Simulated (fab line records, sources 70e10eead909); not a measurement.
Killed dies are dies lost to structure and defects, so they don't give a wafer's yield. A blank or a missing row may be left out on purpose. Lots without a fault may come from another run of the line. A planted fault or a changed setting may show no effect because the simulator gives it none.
Chamber matching | flow nand_harc | NHARC_A_BONDPAD_CMP_29 on cmp-04: 4 sister chambers
The step polishes SiCN, target thk 200 nm. 8 wafers are shown with their chamber, then 7 later ones without.

WAFERS WITH THEIR CHAMBER
wafer  | chamber | motor_current_A (A)
L084.4 | 0       | 10.7
L084.5 | 2       | 10.6
L084.6 | 3       | 11.1
L090.1 | 2       | 10.0
L090.2 | 3       | 11.6
L090.6 | 1       | 12.7
L095.1 | 0       | 10.0
L095.2 | 1       | 12.9

WAFERS WITHOUT THEIR CHAMBER
wafer  | motor_current_A (A)
L095.5 | 10.5
L097.1 | 10.0
L097.2 | 10.9
L097.3 | 10.2
L097.4 | 13.2
L097.5 | 11.7
L097.6 | 10.4

WHICH CHAMBER EACH WENT THROUGH
wafer  | from the rows above          | in truth
L095.5 | can't be placed: 0 or 2 or 3 | 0
L097.1 | can't be placed: 2 or 0      | 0
L097.2 | can't be placed: 3 or 0 or 2 | 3
L097.3 | can't be placed: 2 or 0      | 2
L097.4 | 1                            | 1
L097.5 | can't be placed: 3 or 1      | 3
L097.6 | can't be placed: 0 or 2      | 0
Placed correctly: 1 of 7. Can't be placed from these rows: 6 (the true chamber is among the candidates in 6). Placed wrongly: 0.
How it was worked out, from the rows above alone: a wafer's distance from a chamber is the root of the sum, over the readings, of the square of ((its reading less the chamber's mean) divided by the reading's scatter). The wafer belongs to the nearest chamber; if the next one is less than 2 further off, it can't be placed. A chamber's mean is the mean of its shown wafers. The scatter: the root of (the sum of the squares of (reading less its chamber's mean) over the shown wafers, divided by (wafers less chambers)).
